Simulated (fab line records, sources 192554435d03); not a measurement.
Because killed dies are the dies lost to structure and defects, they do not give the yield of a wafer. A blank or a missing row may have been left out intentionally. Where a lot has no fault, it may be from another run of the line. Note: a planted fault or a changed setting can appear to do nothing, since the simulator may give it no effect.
Struck lot and sound lot, side by side || flow n5-finfet || 37 out of 1938 route steps
Sound: these wafers, L317.2, L317.4, L317.6. Wafers struck: L306.3, L306.4, L306.5. At the end, the cause is stated.
Order at every step that has rows: each side's tool, ch and its chambers, its first start. Under that, the readings that differ: sound wafers || struck wafers || difference of the means || sigmas: that difference in standard deviations of wafers without a fault.
alike: words and numbers the same on both sides, and readings whose means are apart by under 2 such deviations; not compared: readings that were withheld, readings missing a value for some wafer, numbers with overlapping values and no deviation given by the record, and bounds like >300 which may hide the same value.
Wherever a step has rows on one side only, a row that says differs or no value, or a row with sigmas, the two part there. Numbers that don't overlap but have no deviation are shown without sigmas and don't part them. Lack of a reading on every wafer of one side parts them only where that side has two or more wafers.

first, 9 steps without rows for these wafers: N5_WELL_APT_COAT_02 (resist thk 950 nm); N5_WELL_APT_EBR_04; N5_WELL_APT_SOFTBAKE_03 (time 60 s); N5_WELL_APT_EXPOSE_05 (exposes mask NWELL, defocus 0 nm, target cd 200 nm); N5_WELL_APT_PEB_06 (peb time 90 s); N5_WELL_APT_DEVELOP_07 (develop time 45 s); N5_WELL_APT_HARDBAKE_12 (time 120 s); N5_WELL_APT_DESCUM_13 (chemistry O2, time 7.9 s); N5_WELL_APT_IMPLANT_14.
N5_WELL_APT_IMPLANT_15:
  sound on implanter-02 ch 0, day 7 02:05; struck on implanter-01 ch 0, day 4 08:07
{"reading": "dose-ions-cm2", "sound": "1.5007e+13 1.5008e+13 1.4994e+13", "struck": "1.7354e+13 1.7376e+13 1.7376e+13", "difference": "+2.3657e+12", "sigmas": "+99 or more"}
{"reading": "faraday-current-uA", "sound": "186 191 191", "struck": "218 225 220", "difference": "+32", "sigmas": "+9"}
then, 25 steps without rows for these wafers: N5_WELL_APT_STRIP_16 (strips in SPM, time 900 s); N5_WELL_APT_HMDS_18 (time 60 s); N5_WELL_APT_COAT_19 (resist thk 950 nm); N5_WELL_APT_EBR_21; N5_WELL_APT_SOFTBAKE_20 (time 60 s); N5_WELL_APT_EXPOSE_22 (exposes mask PWELL, defocus 0 nm, target cd 200 nm); N5_WELL_APT_PEB_23 (peb time 90 s); N5_WELL_APT_DEVELOP_24 (develop time 45 s); N5_WELL_APT_HARDBAKE_29 (time 120 s); N5_WELL_APT_DESCUM_30 (chemistry O2, time 7.9 s); N5_WELL_APT_IMPLANT_31; N5_WELL_APT_IMPLANT_32; N5_WELL_APT_STRIP_33 (strips in SPM, time 900 s); N5_WELL_APT_RTA_34 (time 10 s); N5_WELL_APT_OXIDE_STRIP_42 (strips SiO2 in dHF, time 45 s, target depth 12 nm); N5_WELL_APT_PRECLEAN_36 (cleans in O3/DIW, time 45 s); N5_WELL_APT_PRECLEAN_39 (cleans in dHF, time 60 s); N5_WELL_APT_SRD_37 (time 30 s); N5_WELL_APT_EPI_41 (deposits Si from SiH4/H2, target thk 50 nm, time 297.7 s); N5_PMOS_HMC_CHANNEL_EPI_HM_DEP_34 (deposits SiO2 from TEOS/O2, target thk 36 nm, time 6.9 s); N5_PMOS_HMC_CHANNEL_EPI_COAT_31 (time 60 s, resist thk 66 nm); N5_PMOS_HMC_CHANNEL_EPI_COAT_03 (resist thk 205 nm); N5_PMOS_HMC_CHANNEL_EPI_EBR_05; N5_PMOS_HMC_CHANNEL_EPI_SOFTBAKE_04 (time 60 s); N5_PMOS_HMC_CHANNEL_EPI_EXPOSE_06 (exposes mask PMOS HMC BLK, target cd 240 nm).
-- record jumps: 7 days separate the struck wafers' starts on either side; left off in module PMOS_HMC_CHANNEL_EPI, taken up again in module BEOL_M4, whose first shown step is the route's number 1111 --
N5_BEOL_M4_RC_MEAS_101:
  sound on prober-02 ch 0, day 14 18:53; struck on prober-02 ch 0, day 10 21:20
{"reading": "CJ_P", "sound": "6.01 5.55 5.83", "struck": "6.39 6.55 6.43", "difference": "+0.66", "sigmas": "+3"}
  alike: DIBL_N, DIBL_P, IOFF_N, IOFF_P, ION_N, ION_P, SS_N, SS_P, VT_N, VT_P
N5_PASSIVATION_PROBE_49:
  the record holds rows for the sound wafers here (prober-02, day 18 21:40) but none for the struck ones

WHERE THEY PART
Last at N5_PASSIVATION_PROBE_49 as far as this record goes, first at N5_WELL_APT_IMPLANT_15.

WHY: whatever the simulator had introduced
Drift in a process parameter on implanter-01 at N5_WELL_APT_IMPLANT_15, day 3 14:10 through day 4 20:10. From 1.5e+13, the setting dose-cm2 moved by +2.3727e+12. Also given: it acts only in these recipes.
